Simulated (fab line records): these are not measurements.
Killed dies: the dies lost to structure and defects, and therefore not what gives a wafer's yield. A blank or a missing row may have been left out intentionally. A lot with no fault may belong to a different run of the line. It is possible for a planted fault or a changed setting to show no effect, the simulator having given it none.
Chamber matching :: flow n5Finfet :: N5_BEOL_M5_DEP_56 on pecvd-04: 3 sister chambers
The step deposits SiCN from 3MS/NH3, target thk 8 nm, time 14 s. 16 wafers are shown with their chamber, then 8 later ones without.

== EACH WAFER AND ITS CHAMBER ==
wafer: L074.1
chamber: 1
showerheadPlenumPTorr (Torr): 3.647
throttleValvePct (%): 9.3
rfFwdPowerW (W): 198.6

wafer: L074.2
chamber: 0
showerheadPlenumPTorr (Torr): 3.635
throttleValvePct (%): 9.1
rfFwdPowerW (W): 199.4

wafer: L074.6
chamber: 1
showerheadPlenumPTorr (Torr): 3.645
throttleValvePct (%): 9.2
rfFwdPowerW (W): 198.4

wafer: L079.1
chamber: 0
showerheadPlenumPTorr (Torr): 3.632
throttleValvePct (%): 8.9
rfFwdPowerW (W): 198.2

wafer: L079.3
chamber: 2
showerheadPlenumPTorr (Torr): 3.664
throttleValvePct (%): 9.3
rfFwdPowerW (W): 199.0

wafer: L079.4
chamber: 0
showerheadPlenumPTorr (Torr): 3.628
throttleValvePct (%): 9.3
rfFwdPowerW (W): 198.5

wafer: L084.4
chamber: 1
showerheadPlenumPTorr (Torr): 3.641
throttleValvePct (%): 9.3
rfFwdPowerW (W): 197.7

wafer: L084.5
chamber: 0
showerheadPlenumPTorr (Torr): 3.636
throttleValvePct (%): 9.4
rfFwdPowerW (W): 199.5

wafer: L084.6
chamber: 2
showerheadPlenumPTorr (Torr): 3.657
throttleValvePct (%): 9.4
rfFwdPowerW (W): 199.2

wafer: L085.1
chamber: 2
showerheadPlenumPTorr (Torr): 3.659
throttleValvePct (%): 9.4
rfFwdPowerW (W): 199.7

wafer: L085.2
chamber: 1
showerheadPlenumPTorr (Torr): 3.640
throttleValvePct (%): 9.1
rfFwdPowerW (W): 199.0

wafer: L085.6
chamber: 1
showerheadPlenumPTorr (Torr): 3.649
throttleValvePct (%): 9.5
rfFwdPowerW (W): 198.7

wafer: L092.1
chamber: 2
showerheadPlenumPTorr (Torr): 3.662
throttleValvePct (%): 9.3
rfFwdPowerW (W): 199.3

wafer: L092.2
chamber: 0
showerheadPlenumPTorr (Torr): 3.618
throttleValvePct (%): 9.3
rfFwdPowerW (W): 199.1

wafer: L092.3
chamber: 1
showerheadPlenumPTorr (Torr): 3.647
throttleValvePct (%): 9.3
rfFwdPowerW (W): 200.6

wafer: L094.2
chamber: 1
showerheadPlenumPTorr (Torr): 3.655
throttleValvePct (%): 9.1
rfFwdPowerW (W): 198.3

SIGNATURES (averages over the wafers above)
reading: showerheadPlenumPTorr
chamber 0: 3.62980
chamber 1: 3.64629
chamber 2: 3.66050
scatter within a chamber: 0.00551

reading: throttleValvePct
chamber 0: 9.200
chamber 1: 9.257
chamber 2: 9.350
scatter within a chamber: 0.149

reading: rfFwdPowerW
chamber 0: 198.940
chamber 1: 198.757
chamber 2: 199.300
scatter within a chamber: 0.707
Rule: for a wafer and a chamber, the distance is found by dividing, reading by reading, the gap between the wafer's reading and the chamber's mean by the reading's scatter, squaring, summing and taking the root. The wafer belongs to the nearest chamber; if the next one is less than 2 further off, it can't be placed. The scatter is the square root of a quotient: the sum, over the shown wafers, of each reading's squared deviation from its chamber's mean, divided by wafers minus chambers.

== WAFERS WITH NO CHAMBER GIVEN ==
wafer: L094.3
showerheadPlenumPTorr (Torr): 3.620
throttleValvePct (%): 9.3
rfFwdPowerW (W): 198.3

wafer: L094.4
showerheadPlenumPTorr (Torr): 3.627
throttleValvePct (%): 9.3
rfFwdPowerW (W): 198.8

wafer: L095.3
showerheadPlenumPTorr (Torr): 3.651
throttleValvePct (%): 9.6
rfFwdPowerW (W): 198.9

wafer: L095.4
showerheadPlenumPTorr (Torr): 3.654
throttleValvePct (%): 9.4
rfFwdPowerW (W): 198.6

wafer: L095.5
showerheadPlenumPTorr (Torr): 3.667
throttleValvePct (%): 9.6
rfFwdPowerW (W): 201.5

wafer: L096.2
showerheadPlenumPTorr (Torr): 3.664
throttleValvePct (%): 9.2
rfFwdPowerW (W): 200.0

wafer: L096.3
showerheadPlenumPTorr (Torr): 3.631
throttleValvePct (%): 9.0
rfFwdPowerW (W): 198.8

wafer: L096.5
showerheadPlenumPTorr (Torr): 3.668
throttleValvePct (%): 9.2
rfFwdPowerW (W): 199.0

== CHAMBER TAKEN BY EACH ==
wafer: L094.3
from the rows above: 0
in truth: 0

wafer: L094.4
from the rows above: 0
in truth: 0

wafer: L095.3
from the rows above: can't be placed: 1 or 2
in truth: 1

wafer: L095.4
from the rows above: can't be placed: 2 or 1
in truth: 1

wafer: L095.5
from the rows above: 2
in truth: 2

wafer: L096.2
from the rows above: 2
in truth: 2

wafer: L096.3
from the rows above: can't be placed: 0 or 1
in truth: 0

wafer: L096.5
from the rows above: 2
in truth: 2
5 of 8 placed correctly. Can't be placed from these rows: 3 (the true chamber is among the candidates in 3). Number placed wrongly: 0.
